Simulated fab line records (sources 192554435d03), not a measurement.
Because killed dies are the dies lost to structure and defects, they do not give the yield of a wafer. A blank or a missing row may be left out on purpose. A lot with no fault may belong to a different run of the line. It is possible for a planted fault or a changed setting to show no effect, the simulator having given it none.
fab line records	flow n5_finfet
[record] lots = 8	wafers = 23	last_day = 21
route steps=1938 shown FIN_SAQP@130 FIN_CUT@165 BEOL_M4@1111 PASSIVATION@1936
lots that met no fault: taken from a fault-free run of the same line
start_h: start of the lot's first displayed wafer, in hours after the record's first day	wait_h: hours elapsed since this lot's preceding step	" the same as in the row above	L1.1+2: a row that stands for several wafers	- value missing, or start not given	* or withheld: withheld	< > ~ a bound
route shown NAME@n: NAME is a module with steps in the file, n the number in the route of the first one	usual: average and standard deviation across the fault-free wafers	same: alike in all rows	chamber/n: place in a boat	sites: the reading at each site	_std_site: standard deviation of those values	_edge_site: outer sites' mean less inner sites'	radius_mm: how far each site lies from the wafer's centre	mask NAME#n: copy n	behind: tool/chamber where the wafer was last shaped	hold: why the lot was held/for how many hours/how that ended	device: the n, p or np transistor that did not switch	end of line: the route-end tests of the same wafers	step lacking rows: just its recipe	killed: at the first sort, the dies lost to defects and structure; wafer yield is something else	map: a wafer's dies, marking killed ones x, the rest . and places with no die _
set.NAME: the run value of the setting; set.NAME@STEP: its run value at that earlier step	model.NAME: the simulator's own value behind a step, which no gauge read
a sample of lots followed through the steps of the route, with each step as a table and each wafer as a row
services: from which hour (start_h, from the record's first day; less than 0 if before it) a tool's chamber was out of use, for how many hours, and why
[[steps]]
[step N5_FIN_SAQP_ETCH_65]
[recipe] chemistry = CF4	target = SiO2	target_depth_a = 40	ion_energy_ev = 350	time_s = 4.4	pressure_mtorr = 10	icp_w = 800	bias_w = 400	cf4_flow_sccm = 80
[usual] drypump_motor_current_A = 5.7/0.47	he_backside_leak_sccm = 2.7/0.36	oes_product_au = 0.992/0.016	throttle_valve_pct = 21.81/0.28
lot.wafer	tool	chamber	start_h	wait_h	drypump_motor_current_A	he_backside_leak_sccm	oes_product_au	rf_hours_counter_h	throttle_valve_pct
L765.2	rie_si-01	1	30.21	0.1	5.3	3.2	0.984	3	21.79
L765.4	"	2	"	"	5.3	2.7	0.995	0	21.33
L766.2	rie_si-01	3	36.59	0.1	5.5	2.7	0.988	110	21.51
L766.4	"	1	"	"	5.4	2.8	0.981	3	21.78
L766.6	"	1	"	"	5.3	2.9	0.980	-	21.81
L769.4	rie_si-01	1	54.34	0.1	5.3	3.0	0.983	3	21.78
L769.5	"	0	"	"	6.2	2.8	1.021	-	22.16
L769.6	"	3	"	"	5.5	2.5	0.992	-	21.50
L773.2	rie_si-01	0	77.67	0.1	6.2	2.7	1.013	8	22.16
L773.3	"	3	"	"	5.5	2.8	0.984	110	21.50
L773.6	"	1	"	"	5.4	2.9	0.990	-	21.80
L779.1	rie_si-06	2	113.95	0.1	5.8	4.0	0.974	193	21.95
L779.2	"	0	"	"	4.8	2.6	1.023	9	21.84
L779.4	"	3	"	"	6.3	2.8	0.984	190	21.71
L784.2	rie_si-01	1	144.82	0.1	5.4	2.9	0.967	5	21.79
L784.3	"	2	"	"	5.3	2.7	0.978	2	21.33
L784.4	"	0	"	"	6.2	2.7	1.004	9	22.16
L786.1	rie_si-03	1	155.44	0.1	5.9	2.7	1.001	2	22.19
L786.2	"	2	"	"	6.5	2.5	0.997	31	21.62
L786.5	"	2	"	"	6.5	2.4	0.984	-	21.62
L787.4	rie_si-03	2	162.59	0.1	6.5	2.4	0.998	-	21.60
L787.5	"	0	"	"	5.8	2.4	1.000	-	22.10
L787.6	"	1	"	"	5.9	2.5	1.002	-	22.19
[step N5_FIN_SAQP_ETCH_69]
[recipe] chemistry = N2/H2	target = SOC	target_depth_a = 1500	stop_on = SiNx	ion_energy_ev = 100	bias_w = 61	pressure_mtorr = 30	source_w = 850	n2_flow_sccm = 200	h2_flow_sccm = 200
[usual] drypump_motor_current_A = 5.71/0.21	oes_product_au = 0.76/0.066	rf_vpp_V = 240.8/1.3	showerhead_plenum_p_Torr = 2.55/0.087	throttle_valve_pct = 17.88/0.22
lot.wafer	tool	chamber	start_h	wait_h	drypump_motor_current_A	oes_product_au	rf_hours_counter_h	rf_vpp_V	showerhead_plenum_p_Torr	throttle_valve_pct
L765.2	rie_diel-01	3	30.77	-	5.87	0.70	201	239.9	2.52	17.80
L765.4	"	1	"	"	5.60	0.92	19	244.4	2.70	17.80
L766.2	rie_diel-01	2	37.15	-	5.65	0.77	113	239.7	2.57	18.23
L766.4	"	0	"	"	5.74	0.87	50	240.2	2.48	17.69
L766.6	"	1	"	"	5.54	0.91	-	243.2	2.70	17.79
L769.4	rie_diel-03	2	55.00	-	6.01	0.77	130	242.0	2.65	17.76
L769.5	"	1	"	"	5.82	0.84	-	238.4	2.46	17.84
L769.6	"	2	"	"	5.99	0.76	-	242.5	2.65	17.76
L773.2	rie_diel-04	3	78.23	-	5.25	0.76	135	242.7	2.66	18.17
L773.3	"	0	"	"	5.88	0.70	240	241.8	2.49	18.11
L773.6	"	2	"	"	5.42	0.71	-	241.2	2.65	17.99
L779.1	rie_diel-03	0	114.52	-	5.52	0.72	180	240.0	2.50	17.70
L779.2	"	2	"	"	5.99	0.74	151	243.5	2.64	17.80
L779.4	"	1	"	"	5.80	0.81	89	239.8	2.45	17.88
L784.2	rie_diel-04	3	145.38	-	5.25	0.75	152	242.7	2.65	18.20
L784.3	"	1	"	"	5.90	0.69	251	240.8	2.51	18.17
L784.4	"	1	"	"	5.91	0.68	-	240.3	2.51	18.17
L786.1	rie_diel-03	2	156.00	-	5.96	0.74	159	242.4	2.64	17.80
L786.2	"	0	"	"	5.53	0.70	191	238.5	2.50	17.73
L786.5	"	2	"	"	5.98	0.73	-	242.3	2.64	17.82
L787.4	rie_diel-01	1	163.19	-	5.54	0.84	59	242.9	2.68	17.87
L787.5	"	0	"	"	5.73	0.83	-	239.0	2.47	17.71
L787.6	"	3	"	"	5.88	0.67	-	239.7	2.51	17.86
[step N5_FIN_SAQP_ETCH_67]
[recipe] chemistry = CH3F/O2	target = SiNx	target_depth_a = 300	mask_material = SOC	pressure_mtorr = 30	source_w = 395	bias_w = 73	Ar_flow_sccm = 150	CH3F_flow_sccm = 30	O2_flow_sccm = 20	ion_energy_ev = 120
[usual] drypump_motor_current_A = 5.70/0.21	oes_ar_750_au = 0.78/0.069	oes_product_au = 0.77/0.068	rf_vpp_V = 297/9.9	showerhead_plenum_p_Torr = 2.00/0.061	throttle_valve_pct = 16.43/0.15
lot.wafer	tool	chamber	start_h	wait_h	drypump_motor_current_A	oes_ar_750_au	oes_product_au	rf_hours_counter_h	rf_vpp_V	showerhead_plenum_p_Torr	throttle_valve_pct
L765.2	rie_diel-01	3	30.83	0.0	5.87	0.71	0.70	201	308	1.97	16.24
L765.4	"	1	"	"	5.55	0.91	0.95	19	318	2.12	16.28
L766.2	rie_diel-01	2	37.21	0.0	5.62	0.78	0.78	113	309	2.02	16.69
L766.4	"	0	"	"	5.72	0.89	0.89	50	280	1.95	16.23
L766.6	"	1	"	"	5.58	0.90	0.93	-	319	2.12	16.27
L769.4	rie_diel-03	2	55.06	0.0	5.95	0.77	0.77	131	298	2.09	16.36
L769.5	"	1	"	"	5.78	0.86	0.84	-	283	1.95	16.45
L769.6	"	2	"	"	5.94	0.77	0.77	-	297	2.09	16.36
L773.2	rie_diel-04	3	78.29	0.0	5.23	0.74	0.76	135	305	2.07	16.57
L773.3	"	0	"	"	5.85	0.71	0.70	240	300	1.96	16.77
L773.6	"	2	"	"	5.39	0.71	0.72	-	303	2.06	16.40
L779.1	rie_diel-03	0	114.58	0.0	5.53	0.74	0.72	180	285	1.99	16.38
L779.2	"	2	"	"	5.99	0.76	0.75	151	296	2.08	16.39
L779.4	"	1	"	"	5.78	0.83	0.81	89	284	1.95	16.50
L784.2	rie_diel-04	3	145.44	0.0	5.26	0.73	0.75	152	306	2.06	16.59
L784.3	"	1	"	"	5.94	0.69	0.69	251	301	1.94	16.51
L784.4	"	1	"	"	5.89	0.70	0.69	-	301	1.94	16.49
L786.1	rie_diel-03	2	156.06	0.0	5.93	0.75	0.74	159	297	2.08	16.40
L786.2	"	0	"	"	5.51	0.72	0.71	191	286	1.98	16.39
L786.5	"	2	"	"	5.95	0.75	0.74	-	297	2.08	16.40
L787.4	rie_diel-01	1	163.25	0.0	5.56	0.84	0.86	59	317	2.11	16.35
L787.5	"	0	"	"	5.74	0.86	0.84	-	282	1.94	16.29
L787.6	"	3	"	"	5.84	0.68	0.68	-	307	1.96	16.31
[step N5_FIN_SAQP_CD_MEAS_37]
[recipe] target_cd_nm = 8	polarity = line
[usual] cd_nm = 8.19/0.29
lot.wafer	tool	chamber	start_h	wait_h	cd_nm
L765.2	cd_sem-03	-	32.91	0.1	8.00
L765.4	"	-	"	"	8.19
L766.2	cd_sem-01	-	38.76	0.1	7.70
L766.4	"	-	"	"	7.53
L766.6	"	-	"	"	7.75
L769.4	cd_sem-03	-	56.29	0.1	8.35
L769.5	"	-	"	"	7.96
L769.6	"	-	"	"	8.54
L773.2	cd_sem-01	-	79.74	0.1	7.97
L773.3	"	-	"	"	7.80
L773.6	"	-	"	"	8.04
L779.1	cd_sem-01	-	116.37	0.1	8.18
L779.2	"	-	"	"	8.30
L779.4	"	-	"	"	7.99
L784.2	cd_sem-02	-	146.68	0.1	8.14
L784.3	"	-	"	"	8.56
L784.4	"	-	"	"	8.24
L786.1	cd_sem-01	-	158.49	0.1	8.42
L786.2	"	-	"	"	8.31
L786.5	"	-	"	"	8.29
L787.4	cd_sem-03	-	164.52	0.0	8.37
L787.5	"	-	"	"	8.10
L787.6	"	-	"	"	7.98
[step N5_FIN_SAQP_INSPECT_40]
[recipe] inspect_instrument = brightfield	mode = aei
[usual] raw_defect_count = 234/83
lot.wafer	tool	chamber	start_h	wait_h	raw_defect_count
L765.2	defect_inspect-02	-	33.04	0.0	145
L765.4	"	-	"	"	178
L766.2	defect_inspect-01	-	38.89	0.0	180
L766.4	"	-	"	"	164
L766.6	"	-	"	"	249
L769.4	defect_inspect-01	-	56.41	0.0	275
L769.5	"	-	"	"	383
L769.6	"	-	"	"	821
L773.2	defect_inspect-01	-	79.87	0.0	150
L773.3	"	-	"	"	789
L773.6	"	-	"	"	182
L779.1	defect_inspect-02	-	116.50	0.0	167
L779.2	"	-	"	"	196
L779.4	"	-	"	"	284
L784.2	defect_inspect-02	-	146.81	0.0	104
L784.3	"	-	"	"	90
L784.4	"	-	"	"	208
L786.1	defect_inspect-01	-	158.62	0.0	189
L786.2	"	-	"	"	304
L786.5	"	-	"	"	190
L787.4	defect_inspect-01	-	164.65	0.0	221
L787.5	"	-	"	"	197
L787.6	"	-	"	"	142
[step N5_FIN_CUT_INSPECT_10]
[recipe] mode = adi	inspect_instrument = brightfield
[usual] raw_defect_count = 43/14
lot.wafer	tool	chamber	start_h	wait_h	raw_defect_count
L765.2	defect_inspect-02	-	33.55	0.0	25
L765.4	"	-	"	"	35
L766.2	defect_inspect-02	-	39.28	0.0	35
L766.4	"	-	"	"	25
L766.6	"	-	"	"	41
L769.4	defect_inspect-02	-	56.81	0.0	65
L769.5	"	-	"	"	66
L769.6	"	-	"	"	632
L773.2	defect_inspect-02	-	80.26	0.0	45
L773.3	"	-	"	"	639
L773.6	"	-	"	"	33
L779.1	defect_inspect-02	-	116.90	0.1	39
L779.2	"	-	"	"	36
L779.4	"	-	"	"	54
L784.2	defect_inspect-01	-	147.20	0.0	26
L784.3	"	-	"	"	18
L784.4	"	-	"	"	41
L786.1	defect_inspect-02	-	159.14	0.1	32
L786.2	"	-	"	"	34
L786.5	"	-	"	"	33
L787.4	defect_inspect-01	-	165.17	0.0	36
L787.5	"	-	"	"	34
L787.6	"	-	"	"	27
[step N5_FIN_CUT_INSPECT_17]
[recipe] inspect_instrument = brightfield	mode = aei
[usual] raw_defect_count = 237/84
lot.wafer	tool	chamber	start_h	wait_h	raw_defect_count
L765.2	defect_inspect-01	-	34.50	0.0	136
L765.4	"	-	"	"	214
L766.2	defect_inspect-01	-	40.30	0.0	182
L766.4	"	-	"	"	182
L766.6	"	-	"	"	256
L769.4	defect_inspect-01	-	57.75	0.0	307
L769.5	"	-	"	"	388
L769.6	"	-	"	"	843
L773.2	defect_inspect-02	-	81.21	0.0	145
L773.3	"	-	"	"	794
L773.6	"	-	"	"	179
L779.1	defect_inspect-02	-	117.84	0.0	161
L779.2	"	-	"	"	168
L779.4	"	-	"	"	272
L784.2	defect_inspect-01	-	148.15	0.0	100
L784.3	"	-	"	"	99
L784.4	"	-	"	"	228
L786.1	defect_inspect-02	-	160.25	0.0	174
L786.2	"	-	"	"	286
L786.5	"	-	"	"	197
L787.4	defect_inspect-01	-	166.11	0.0	229
L787.5	"	-	"	"	203
L787.6	"	-	"	"	151
[step N5_BEOL_M4_RC_MEAS_101]
[usual] DIBL_N = 36.1/2.3	DIBL_P = 36/3.2	IOFF_N = 0.16/0.045	IOFF_P = 0.21/0.049	ION_N = 674/14	ION_P = 462/8.4	SS_N = 71.6/0.83	SS_P = 73.2/0.87	VT_N = 249/3.8	VT_P = -250/3.4
lot.wafer	tool	chamber	start_h	wait_h	DIBL_N[mV/V]	DIBL_P[mV/V]	IOFF_N[nA/um]	IOFF_P[nA/um]	ION_N[uA/um]	ION_P[uA/um]	SS_N[mV/dec]	SS_P[mV/dec]	VT_N[mV]	VT_P[mV]
L766.2	prober-01	0	266.49	0.2	36.3	33	0.14	0.18	650	449	71.9	72.9	254	-250
L766.4	"	0	"	"	33.2	30	0.10	0.15	672	459	71.6	72.3	255	-253
L766.6	"	0	"	"	36.7	35	0.14	0.21	682	470	72.0	73.0	253	-250
L765.2	prober-01	0	271.85	0.2	33.3	35	0.12	0.19	655	460	70.6	73.0	254	-250
L765.4	"	0	"	"	34.5	36	0.13	0.23	664	464	70.5	72.7	249	-244
L769.4	prober-02	0	289.33	0.5	37.0	38	0.19	0.25	671	455	72.0	73.9	246	-247
L769.5	"	0	"	"	38.4	39	0.20	0.25	679	465	72.7	74.4	249	-249
L769.6	"	0	"	"	36.7	37	0.19	0.23	683	464	72.6	73.6	250	-249
L773.2	prober-01	0	313.61	0.2	31.5	30	0.09	0.14	645	446	70.8	72.5	257	-254
L773.3	"	0	"	"	30.9	30	0.09	0.14	657	456	69.4	71.8	254	-252
L773.6	"	0	"	"	30.0	29	0.09	0.13	653	455	69.6	71.3	256	-255
L779.1	prober-01	0	344.70	0.0	35.5	36	0.15	0.18	672	457	72.1	72.9	249	-253
L779.2	"	0	"	"	37.7	38	0.20	0.22	686	463	71.2	74.2	244	-251
L779.4	"	0	"	"	33.9	34	0.13	0.16	667	457	70.4	72.4	248	-255
L784.2	prober-02	0	358.83	0.2	37.6	38	0.17	0.20	673	458	71.3	73.8	248	-252
L784.3	"	0	"	"	39.2	41	0.21	0.28	674	466	72.2	75.1	249	-249
L784.4	"	0	"	"	36.5	37	0.15	0.20	675	462	71.2	73.9	248	-254
L786.1	prober-02	0	364.44	0.0	39.9	39	0.22	0.24	707	474	72.3	74.2	244	-250
L786.2	"	0	"	"	36.0	34	0.14	0.17	661	450	70.8	73.0	250	-252
L786.5	"	0	"	"	35.4	33	0.13	0.17	670	460	70.4	72.0	251	-248
L787.4	prober-01	0	394.25	0.5	37.5	39	0.20	0.25	683	463	72.7	73.3	246	-248
L787.5	"	0	"	"	40.1	42	0.24	0.29	679	461	72.7	74.2	246	-248
L787.6	"	0	"	"	37.4	38	0.19	0.24	681	466	72.0	73.7	247	-247
[step N5_PASSIVATION_PROBE_49]
[usual] defect_limited_yield = 90.9/1.6	killed_at_M0_to_M3 = 37/11	killed_at_M4_up = 15/5.6	killed_at_contacts = 13/6.4	killed_at_front_end = 39/11	killed_at_other = 4/3.1	killed_dies = 107/19	killed_open = 71/14	killed_short = 34/7.8	sort_bin_5_function = 5.3/1	sort_bin_6_memory = 3.4/0.72	sort_bin_8_speed = 0.0/0.42	sort_n_pass = 1072/20	sort_yield_pct = 90.9/1.7
[same] gross_dies = 1180	killed_at_back_side = 0	sort_bin_4_leakage[%] = 0
lot.wafer	tool	chamber	start_h	wait_h	defect_limited_yield[%]	killed_at_M0_to_M3	killed_at_M4_up	killed_at_contacts	killed_at_front_end	killed_at_other	killed_dies	killed_open	killed_short	sort_bin_5_function[%]	sort_bin_6_memory[%]	sort_bin_8_speed[%]	sort_n_pass	sort_yield_pct[%]
L765.2	prober-01	-	370.53	0.1	91.1	43	14	10	32	6	105	62	38	4.7	3.6	0	1075	91.1
L765.4	prober-01	-	370.63	0.2	94.2	21	15	4	27	2	69	40	25	3.7	2.1	0	1111	94.2
L769.4	prober-02	-	410.79	0.2	89.7	46	10	13	51	2	122	84	36	6.4	3.7	0	1058	89.7
L769.5	prober-02	-	410.84	0.2	89.9	44	13	13	48	1	119	82	35	5.3	4.4	0	1061	89.9
L769.6	prober-02	-	410.89	0.3	82.1	41	19	7	143	1	211	74	35	12.9	3.2	0	969	82.1
L773.2	prober-02	-	434.96	0.1	90.5	35	10	21	44	2	112	75	35	6.4	3.1	0.7	1060	89.8
L773.3	prober-02	-	435.01	0.1	84.7	28	12	11	125	4	180	50	30	10.1	2.8	0	1000	84.7
L773.6	prober-02	-	435.16	0.3	93.3	26	16	9	24	4	79	41	36	3.7	2.5	0	1101	93.3
L786.1	prober-02	-	479.04	0.0	93.6	39	10	12	14	1	76	54	21	4.2	2.1	0	1104	93.6
L786.2	prober-02	-	479.09	0.1	91.5	54	10	9	26	1	100	67	32	4.9	3.4	0	1080	91.5
L786.5	prober-02	-	479.24	0.2	91.9	47	10	10	24	5	96	64	32	4.5	3.4	0	1084	91.9
// killed by level:class
L765.2 BEOL_M0_SAQP:geometric_particle:open=15 BEOL_M0_SAQP:geometric_particle:short=13 GATE_CUT:geometric_particle:short=9 MOL_CONTACT_COAG:geometric_particle:open=7 FIN_SAQP:geometric_particle:open=6 GATE_CUT:geometric_particle:open=5 BEOL_M1:geometric_particle:open=5 BEOL_M4:geometric_particle:open=4
L765.4 BEOL_M0_SAQP:geometric_particle:short=7 BEOL_M4:geometric_particle:open=6 DUMMY_GATE:geometric_particle:open=4 GATE_CUT:geometric_particle:open=4 FIN_SAQP:geometric_particle:short=3 FIN_SAQP:geometric_particle:open=3 GATE_CUT:geometric_particle:short=3 BEOL_M0_SAQP:geometric_particle:open=3
L769.4 BEOL_M2:geometric_particle:open=19 FIN_SAQP:geometric_particle:open=18 MOL_CONTACT_COAG:geometric_particle:open=12 FIN_SAQP:geometric_particle:short=10 BEOL_M0_SAQP:geometric_particle:short=8 BEOL_M0_SAQP:geometric_particle:open=6 BEOL_M1:geometric_particle:open=4 BEOL_M3:geometric_particle:open=4
L769.5 BEOL_M2:geometric_particle:open=24 FIN_SAQP:geometric_particle:open=13 MOL_CONTACT_COAG:geometric_particle:open=9 BEOL_M4:geometric_particle:open=9 GATE_CUT:geometric_particle:short=6 DUMMY_GATE:geometric_particle:open=5 STARTING-WAFER:geometric_particle:open=5 FIN_SAQP:geometric_particle:short=4
L769.6 FIN_SAQP:unspecified=102 FIN_SAQP:geometric_particle:open=14 BEOL_M0_SAQP:geometric_particle:open=13 BEOL_M2:geometric_particle:open=13 GATE_CUT:geometric_particle:short=8 BEOL_M4:geometric_particle:open=7 BEOL_M4:geometric_particle:short=6 BEOL_M0_SAQP:geometric_particle:short=5
L773.2 MOL_CONTACT_COAG:geometric_particle:open=16 DUMMY_GATE:geometric_particle:open=9 BEOL_M0_SAQP:geometric_particle:open=9 FIN_SAQP:geometric_particle:open=8 BEOL_M0_SAQP:geometric_particle:short=8 FIN_SAQP:geometric_particle:short=7 STI_FIN_REVEAL:geometric_particle:open=7 BEOL_M2:geometric_particle:open=7
L773.3 FIN_SAQP:unspecified=99 BEOL_M0_SAQP:geometric_particle:open=9 MOL_CONTACT_COAG:geometric_particle:open=8 GATE_CUT:geometric_particle:short=6 BEOL_M2:geometric_particle:open=6 BEOL_M4:geometric_particle:open=6 GATE_CUT:geometric_particle:open=5 FIN_SAQP:geometric_particle:open=4
L773.6 MOL_CONTACT_COAG:geometric_particle:open=7 BEOL_M4:geometric_particle:open=7 FIN_SAQP:geometric_particle:short=6 GATE_CUT:geometric_particle:short=6 BEOL_M2:geometric_particle:open=6 BEOL_M3:geometric_particle:open=5 BEOL_M2:geometric_particle:short=4 BEOL_M0_SAQP:geometric_particle:short=4
L786.1 MOL_CONTACT_COAG:geometric_particle:open=11 BEOL_M0_SAQP:geometric_particle:open=10 BEOL_M0_SAQP:geometric_particle:short=8 BEOL_M3:geometric_particle:open=8 BEOL_M1:geometric_particle:open=5 BEOL_M4:geometric_particle:open=5 STI_FIN_REVEAL:geometric_particle:open=3 BEOL_M2:geometric_particle:open=3
L786.2 BEOL_M2:geometric_particle:open=14 BEOL_M0_SAQP:geometric_particle:open=10 MOL_CONTACT_COAG:geometric_particle:open=9 BEOL_M0_SAQP:geometric_particle:short=6 BEOL_M1:geometric_particle:short=6 BEOL_M1:geometric_particle:open=6 BEOL_M3:geometric_particle:open=6 BEOL_M4:geometric_particle:open=5
L786.5 BEOL_M2:geometric_particle:open=13 BEOL_M3:geometric_particle:open=10 MOL_CONTACT_COAG:geometric_particle:open=7 DUMMY_GATE:geometric_particle:open=6 BEOL_M0_SAQP:geometric_particle:open=6 BEOL_M0_SAQP:geometric_particle:short=5 BEOL_M1:geometric_particle:open=5 FIN_SAQP:geometric_particle:short=3
[[services]]
tool	chamber	start_h	hours	kind
rie_diel-04	2	17.77	6.1	repair
rie_diel-01	-	34.96	2.1	repair
rie_diel-04	-	50.82	2.8	pm
rie_diel-01	0	54.23	13.5	repair
rie_si-03	-	55.34	0.1	repair
rie_diel-03	0	56.45	17.9	repair
rie_diel-03	3	73.73	36.7	repair
rie_diel-04	3	94.76	1.6	repair
rie_si-03	2	108.52	10.7	repair
rie_si-03	1	112.46	5.5	repair
rie_diel-01	-	114.20	2.8	pm
rie_diel-03	2	115.16	18.1	repair
rie_diel-04	0	128.41	-	clean
rie_diel-04	0	128.41	-	consumable_replace:focus_ring
rie_diel-04	0	128.41	18.3	scheduled_down
rie_diel-04	0	128.41	18.3	vent_cycle
rie_diel-04	1	146.94	-	clean
rie_diel-04	1	146.94	-	consumable_replace:focus_ring
rie_diel-04	1	146.94	28.4	scheduled_down
rie_diel-04	1	146.94	28.4	vent_cycle
rie_si-01	2	147.40	13.5	repair
rie_si-03	0	147.93	2.0	repair
rie_si-03	3	156.43	7.0	repair
rie_si-06	2	161.07	-	clean
[[key]]
[first_sign] step = N5_FIN_SAQP_INSPECT_40	reading = raw_defect_count	direction = up	sigmas = 6.9	usual = 234	struck = 805
[effect] step = N5_FIN_CUT_INSPECT_10	reading = raw_defect_count	direction = up	sigmas = 42	usual = 43	struck = 636
[effect] step = N5_FIN_CUT_INSPECT_17	reading = raw_defect_count	direction = up	sigmas = 7	usual = 237	struck = 818
[effect] step = N5_PASSIVATION_PROBE_49	reading = killed_at_front_end	direction = up	sigmas = 8.5	usual = 39	struck = 134
[more_kills_born_at] N5_FIN_SAQP_ETCH_65@rie_si-01 = 201
met_at N5_FIN_SAQP_ETCH_65
struck_lots L769,L773
struck_wafers L769.6,L773.3
not_acting_at N5_FIN_SAQP_ETCH_69,N5_FIN_SAQP_ETCH_67,N5_FIN_SAQP_CD_MEAS_37
onset_between 36.59 54.34
[fault] kind = chamber_particle_source	tool = rie_si-01	chamber = 3	onset_h = 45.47	steps = N5_FIN_SAQP_ETCH_65	rate_per_visit_cm2 = 0.89928	end_h = 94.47
